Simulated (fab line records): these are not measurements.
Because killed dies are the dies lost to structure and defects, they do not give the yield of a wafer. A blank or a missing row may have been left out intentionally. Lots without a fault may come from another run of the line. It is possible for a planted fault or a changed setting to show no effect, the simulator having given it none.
A lot that was struck, set against a sound lot | flow n5-finfet | 16 out of 1938 route steps
Sound: the wafers L463.1, L463.2, L463.5. Struck: wafers L477.1, L477.2 (left out: L477.4, a lot-mate that was not struck); the cause follows at the end.
Each step with rows lists, per side, the tool, then ch with its chambers, then its first start. Under that, the readings that differ: sound wafers | struck wafers | difference of the means | sigmas: that difference in standard deviations of wafers without a fault.
alike: readings whose means differ by less than 2 such deviations, and words and numbers that are the same on both sides. not compared: withheld readings, readings that some wafer has no value for, bounds like >300 that may hide the same value, and numbers for which the record gives no deviation and whose values overlap.
Wherever a step has rows on one side only, a row that says differs or no value, or a row with sigmas, the two part there. Numbers that don't overlap but have no deviation are shown without sigmas and don't part them. Lack of a reading on every wafer of one side parts them only where that side has two or more wafers.

first, 1 step without rows for these wafers: N5_BEOL_M1_ETCH_41 (etches SiCN in CH3F/O2, target depth 31.9 nm, time 57.8 s).
N5_BEOL_M1_STRIP_97: strips in N2/H2, time 10 s.
  sound on rie-diel-03 ch 0,1,2; struck on rie-diel-05 ch 0,3
  alike: drypump-motor-current-A, h2-flow-sccm, oes-product-au, rf-vpp-V, showerhead-plenum-p-Torr, temp-c, throttle-valve-pct
  not compared: rf-hours-counter-h
N5_BEOL_M1_OCD_MEAS_38:
  sound on ocd-02, day 6 12:37; struck on ocd-02, day 10 02:11
  alike: trench-depth-nm
then, 4 steps without rows for these wafers: N5_BEOL_M1_HM_STRIP_39 (strips TiN in peroxide tin strip, target depth 25 nm, time 158 s); N5_BEOL_M1_SRD_40 (time 30 s); N5_BEOL_M1_PRECLEAN_42 (cleans in residue remover, time 60 s); N5_BEOL_M1_SRD_43 (time 30 s).
N5_BEOL_M1_CD_MEAS_35: target cd 18 nm, target cd y 21 nm.
  sound on cd-sem-01, day 6 12:46; struck on cd-sem-03, day 10 02:20
  alike: cd-nm
then, 1 step without rows for these wafers: N5_BEOL_M1_DEGAS_44 (time 60 s).
N5_BEOL_M1_PRE_CLEAN_45: time 30 s.
  sound on pvd-sputter-03, day 6 12:53; struck on pvd-sputter-01, day 10 02:50
  reading            | sound       | struck  | difference | sigmas
  heater-power-w (W) | 327 338 349 | 280 326 | -35        | -2
N5_BEOL_M1_ALD_84: deposits TaN, pulse time 2 s, purge time 3 s, co reactant purge time 2 s.
  sound on ald-metal-01 ch 0,2, day 6 12:58; struck on ald-metal-04 ch 0,1, day 10 02:53
  alike: heater-power-w
N5_BEOL_M1_SURFACE_TREAT_85:
  sound on pvd-sputter-01, day 6 13:26; struck on pvd-sputter-01, day 10 03:10
  not compared: throttle-valve-pct
N5_BEOL_M1_CVD_47: deposits Co from CCTBA/H2, target thk 3 nm, time 223.8 s.
  sound on cvd-co-01 ch 0,2, day 6 13:59; struck on cvd-co-02 ch 0,2, day 10 03:14
  reading          | sound             | struck      | difference | sigmas
  run-length-s (s) | 246.4 245.8 246.0 | 134.9 135.1 | -111.1     | -99 or more
N5_BEOL_M1_SPUTTER_48: material Cu, target thk 4.5 nm, time 8.29 s.
  sound on pvd-sputter-03, day 6 15:08; struck on pvd-sputter-03, day 10 03:25
  alike: throttle-valve-pct
N5_BEOL_M4_RC_MEAS_101:
  sound on prober-02 ch 0, day 8 00:37; struck on prober-01 ch 0, day 11 22:05
  alike: DIBL_N, DIBL_P, IOFF_N, IOFF_P, ION_N, ION_P, SS_N, SS_P, VT_N, VT_P
N5_PASSIVATION_PROBE_49:
  sound wafers here have rows in the record (prober-02, day 12 12:11); struck ones have none

## WHERE THEY PART
Earliest at N5_BEOL_M1_PRE_CLEAN_45; latest, in this record, at N5_PASSIVATION_PROBE_49.

WHY: whatever the simulator had introduced
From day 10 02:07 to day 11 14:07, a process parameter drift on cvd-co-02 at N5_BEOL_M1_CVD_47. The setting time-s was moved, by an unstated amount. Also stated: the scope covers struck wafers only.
